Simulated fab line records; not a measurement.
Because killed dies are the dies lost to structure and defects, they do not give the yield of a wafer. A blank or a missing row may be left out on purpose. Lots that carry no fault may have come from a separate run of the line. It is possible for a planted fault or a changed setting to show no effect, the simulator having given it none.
Lot-split experiment    flow n5_finfet    7 lots, 39 wafers read, on a route of 1938 steps

ON THE SPLIT
At N5_BEOL_M11_ILD_DEP_00 (deposits SiCOH lowk from DEMS/porogen, target thk 308.51 nm, time 58 s), the setting target_thk_a was moved away from the recipe's 3085.1 angstrom on 18 of the 39 wafers read, by -44.8% to +37.3%. All remaining wafers had this setting at the recipe value.

SPLIT TO READING: what lies between them in the file, 1 step
- N5_BEOL_M11_CURE_71: cures SiCOH lowk, time 240 s

THE READING
M11_ILD_THK, in nm, at N5_BEOL_M11_THK_MEAS_01. Fault-free wafers of this fab line usually give 269 nm, standard deviation 3.3 nm.

wafer   tool, chamber at the split  target_thk_a as run, angstrom  against the recipe  M11_ILD_THK, nm  against lot-mates on the recipe
L077.1  pecvd-02, 0                 4237                           +37.3%              372              +100
L077.2  pecvd-02, 2                 3085.1                         recipe              268              -
L077.3  pecvd-02, 1                 3085.1                         recipe              271              -
L077.4  pecvd-02, 1                 4237                           +37.3%              377              +105
L077.5  pecvd-02, 2                 4237                           +37.3%              377              +105
L077.6  pecvd-02, 0                 3085.1                         recipe              277              -
L089.1  pecvd-02, 2                 4054                           +31.4%              354              +86
L089.2  pecvd-02, 1                 3085.1                         recipe              266              -
L089.3  pecvd-02, 0                 3085.1                         recipe              268              -
L089.4  pecvd-02, 1                 3085.1                         recipe              269              -
L089.5  pecvd-02, 0                 4054                           +31.4%              352              +84
L089.6  pecvd-02, 2                 4054                           +31.4%              358              +90
L087.1  pecvd-01, 2                 1704                           -44.8%              153              -119
L087.2  pecvd-01, 1                 3085.1                         recipe              267              -
L087.3  pecvd-01, 0                 3085.1                         recipe              271              -
L087.4  pecvd-01, 1                 1704                           -44.8%              150              -122
L087.5  pecvd-01, 2                 3085.1                         recipe              277              -
L087.6  pecvd-01, 0                 1704                           -44.8%              151              -121
L090.3  pecvd-03, 0                 3085.1                         recipe              266              -
L090.4  pecvd-03, 1                 3085.1                         recipe              272              -
L090.5  pecvd-03, 2                 3085.1                         recipe              269              -
L091.1  pecvd-03, 2                 3085.1                         recipe              266              -
L091.2  pecvd-03, 0                 4027                           +30.5%              349              +81
L091.3  pecvd-03, 1                 3085.1                         recipe              266              -
L091.4  pecvd-03, 1                 3085.1                         recipe              271              -
L091.5  pecvd-03, 2                 4027                           +30.5%              355              +87
L091.6  pecvd-03, 0                 4027                           +30.5%              352              +84
L097.1  pecvd-02, 2                 2019                           -34.6%              177              -92
L097.2  pecvd-02, 0                 3085.1                         recipe              266              -
L097.3  pecvd-02, 1                 2019                           -34.6%              174              -95
L097.4  pecvd-02, 2                 3085.1                         recipe              273              -
L097.5  pecvd-02, 1                 2019                           -34.6%              175              -94
L097.6  pecvd-02, 0                 3085.1                         recipe              268              -
L096.1  pecvd-02, 0                 3085.1                         recipe              265              -
L096.2  pecvd-02, 1,0               3775                           +22.4%              329              +59
L096.3  pecvd-02, 2                 3085.1                         recipe              272              -
L096.4  pecvd-02, 1                 3775                           +22.4%              331              +61
L096.5  pecvd-02, 2                 3085.1                         recipe              274              -
L096.6  pecvd-02, 1,0               3775                           +22.4%              329              +59
Rows listing several chambers each stand for several wafers; the file does not say which wafer went through which chamber.

THE FIT
A straight line over all 39 wafers: M11_ILD_THK changes by +2.71 nm for each +1% of target_thk_a; r = +1.00; the points scatter about the line by 3.3 nm.
The same after taking each lot's own level away (the mean of its wafers on the recipe; 39 wafers): +2.72 nm for each +1%; r = +1.00; scatter 2.8 nm.
Per that fit: largest target_thk_a move, reading shift of 1.2e+02 nm.
Measured against the standard deviation above, the lots' own levels, which go from 267.7 to 272.0 nm, span 1.3 times it.
Hence the lot-to-lot level has little effect on the slope; both slopes agree.
Check: -122 nm against its lot-mates is what the line predicts for one of the wafers moved furthest among these (-44.8%) when that wafer is left out of the fit. It came out at -119 nm against them.

THESE WAFERS: OTHER SPLITS
These wafers also went through other splits before the reading. Each is held against what the fit with the lots' levels taken away leaves over:
other split on the same wafers  wafers away from the commonest value  r with M11_ILD_THK (lot level and that fit taken away)
N5_BEOL_M8_ILD_DEP_00 time_s    15                                    -0.01

THE WHOLE CHAIN: every reading that the file lists as answering this split, in the file's order
step                     what it does                                                            reading                                                                                    change (the file's fit)               r (the file's)
N5_BEOL_M11_ILD_DEP_00   deposits SiCOH lowk from DEMS/porogen, target thk 308.51 nm, time 58 s  SiCOH_lowk_of_BEOL_M11_ILD_DEP_00.thk_nm (the simulator's own value, which no gauge read)  +3.08 nm for each +1% of the setting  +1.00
N5_BEOL_M11_CURE_71      cures SiCOH lowk, time 240 s                                            SiCOH_lowk_of_BEOL_M11_ILD_DEP_00.thk_nm (the simulator's own value, which no gauge read)  +2.73 nm for each +1% of the setting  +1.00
N5_BEOL_M11_THK_MEAS_01                                                                          M11_ILD_THK                                                                                +2.73 for each +1% of the setting     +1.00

FILE'S OWN FIT
M11_ILD_THK changes by +2.73 nm for each +1% of target_thk_a, r = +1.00.
